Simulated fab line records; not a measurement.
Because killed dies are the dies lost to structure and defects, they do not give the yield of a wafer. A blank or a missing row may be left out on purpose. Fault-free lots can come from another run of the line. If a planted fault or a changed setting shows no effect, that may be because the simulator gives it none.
Which tool did it?	flow n5Finfet	72 wafers from 24 lots sampled at 3 of the route's 1938 steps

== WHAT THE GAUGES SHOWED, per wafer ==
N5_BEOL_M1_RS_MEAS_58: the measuring method here is four-point-probe. Usual: M1_RS gives 0.65 ohm/sq (standard deviation 0.035).
lot	measured	on	M1_RS (ohm/sq)	flag
L074	day 6 08:55	filmMetro-01	0.65 0.63 0.69	
L075	day 6 15:08	filmMetro-02	0.64 0.64 0.63	
L076	day 7 00:54	filmMetro-02	0.64 0.64 0.66	
L077	day 7 05:44	filmMetro-02	0.62 0.58 0.64	
L078	day 7 10:36	filmMetro-01	0.64 0.63 0.60	
L079	day 7 13:48	filmMetro-01	0.68 0.71 0.67	
L080	day 8 02:58	filmMetro-02	0.64 0.66 0.64	
L081	day 8 07:49	filmMetro-02	0.64 0.70 0.60	
L083	day 8 16:13	filmMetro-02	0.67 0.64 0.66	
L082	day 8 16:16	filmMetro-02	0.68 0.64 0.62	
L084	day 9 17:10	filmMetro-02	0.68 0.70 0.64	
L085	day 9 22:06	filmMetro-01	0.63 0.61 0.63	
L086	day 10 01:07	filmMetro-02	0.70 0.65 0.64	
L087	day 10 01:26	filmMetro-02	0.68 0.68 0.65	
L088	day 10 03:56	filmMetro-02	0.70 0.69 0.64	
L089	day 10 05:46	filmMetro-02	0.65 0.62 0.63	
L090	day 10 12:25	filmMetro-01	0.65 0.64 0.59	
L091	day 10 16:01	filmMetro-01	0.70 0.61 0.61	
L092	day 11 01:27	filmMetro-01	0.66 0.60 0.61	
L093	day 11 06:28	filmMetro-01	0.62 0.63 0.64	
L094	day 11 15:14	filmMetro-02	0.61 0.61 0.64	
L095	day 11 15:31	filmMetro-01	0.65 0.61 0.60	
L096	day 12 05:49	filmMetro-02	0.69 0.66 0.62	
L097	day 12 17:26	filmMetro-01	0.65 0.72 0.62	

N5_BEOL_M2_THK_MEAS_01. Usual: M2_ILD_THK gives 79.0 nm (standard deviation 1.3).
lot	measured	on	M2_ILD_THK (nm)	flag
L074	day 6 09:03	filmMetro-01	80.2 79.4 81.7	
L075	day 6 15:16	filmMetro-01	78.9 79.4 81.2	
L076	day 7 01:02	filmMetro-02	79.4 80.1 81.3	
L077	day 7 05:52	filmMetro-02	80.3 80.9 79.1	
L078	day 7 10:44	filmMetro-02	78.2 80.1 81.4	
L079	day 7 13:56	filmMetro-02	79.6 78.5 79.4	
L080	day 8 03:06	filmMetro-02	77.3 79.2 80.7	
L081	day 8 07:57	filmMetro-01	79.1 79.2 78.8	
L083	day 8 16:20	filmMetro-01	79.2 78.7 77.8	
L082	day 8 16:24	filmMetro-02	78.0 79.8 80.2	
L084	day 9 17:20	filmMetro-01	78.1 79.5 78.6	
L085	day 9 22:15	filmMetro-02	78.0 79.3 79.2	
L086	day 10 01:14	filmMetro-02	76.0 77.0 78.1	
L087	day 10 01:35	filmMetro-01	79.8 79.5 80.4	
L088	day 10 04:04	filmMetro-01	76.3 78.7 77.1	
L089	day 10 05:53	filmMetro-02	78.5 77.8 79.2	
L090	day 10 12:33	filmMetro-01	77.6 79.4 78.7	
L091	day 10 16:10	filmMetro-01	78.6 81.1 79.7	
L092	day 11 01:35	filmMetro-01	79.3 77.7 78.1	
L093	day 11 06:37	filmMetro-02	79.4 78.5 80.3	
L094	day 11 15:22	filmMetro-02	79.3 79.5 79.3	
L095	day 11 15:39	filmMetro-01	77.8 78.2 77.8	
L096	day 12 05:57	filmMetro-01	79.1 77.5 79.2	
L097	day 12 17:34	filmMetro-02	77.4 79.0 79.5	

N5_BEOL_M2_INSPECT_13: inspects for defects (brightfield). Usual: rawDefectCount at 395, with a standard deviation of 97.
lot	measured	on	rawDefectCount	flag
L074	day 6 11:10	defectInspect-01	516 530 533	
L075	day 6 17:07	defectInspect-02	488 311 232	
L076	day 7 01:56	defectInspect-02	549 438 475	
L077	day 7 09:20	defectInspect-02	396 286 291	
L078	day 7 11:29	defectInspect-01	357 408 290	
L079	day 7 18:17	defectInspect-01	311 391 340	
L080	day 8 04:18	defectInspect-01	418 414 322	
L081	day 8 08:40	defectInspect-01	541 532 445	
L083	day 8 17:46	defectInspect-01	427 320 411	
L082	day 8 17:57	defectInspect-02	421 534 351	
L084	day 9 19:54	defectInspect-02	444 488 335	
L085	day 10 00:43	defectInspect-01	476 363 398	
L086	day 10 04:04	defectInspect-02	558 539 598	
L087	day 10 05:30	defectInspect-01	551 444 372	
L088	day 10 05:33	defectInspect-02	246 296 396	
L089	day 10 08:08	defectInspect-01	348 376 507	
L090	day 10 13:34	defectInspect-01	356 272 406	
L091	day 10 19:12	defectInspect-02	357 397 412	
L092	day 11 03:11	defectInspect-01	508 545 463	
L093	day 11 07:53	defectInspect-01	292 344 297	
L094	day 11 17:56	defectInspect-01	292 293 276	
L095	day 11 18:10	defectInspect-02	435 369 530	
L096	day 12 09:06	defectInspect-02	334 252 324	
L097	day 12 20:04	defectInspect-02	393 267 398	

== WHAT TOOL EACH LOT RAN ON (gives the tool, then ch and the chambers of the sampled wafers, and finally the start) ==
The record shows no process step preceding these readings.

== AS READ BY THE TOOLS THEMSELVES (means over the sampled wafers that have a number; for cases with no such wafer, the mark the record gives instead) ==
The record holds no such reading with a usual standard deviation.

== THE ANSWER, worked out from the rows above alone ==
Rule: lot off if the mean of its wafers having a number is beyond 3 standard deviations from the usual mean. Also off: a lot with no number at a reading for which 4 or more lots have one. The other lots that the step has rows for count as sound. Order of review: gauges by route order, followed by the tools' own readings, for which a lot's mean as printed above is used. The first step at which some lot is off is used, and at that step the reading that is off furthest; a lot without a number counts as furthest.
Across all readings shown, no lot is off: no conclusion can be drawn from this.

== WHAT THE SIMULATOR HAD PUT IN ==
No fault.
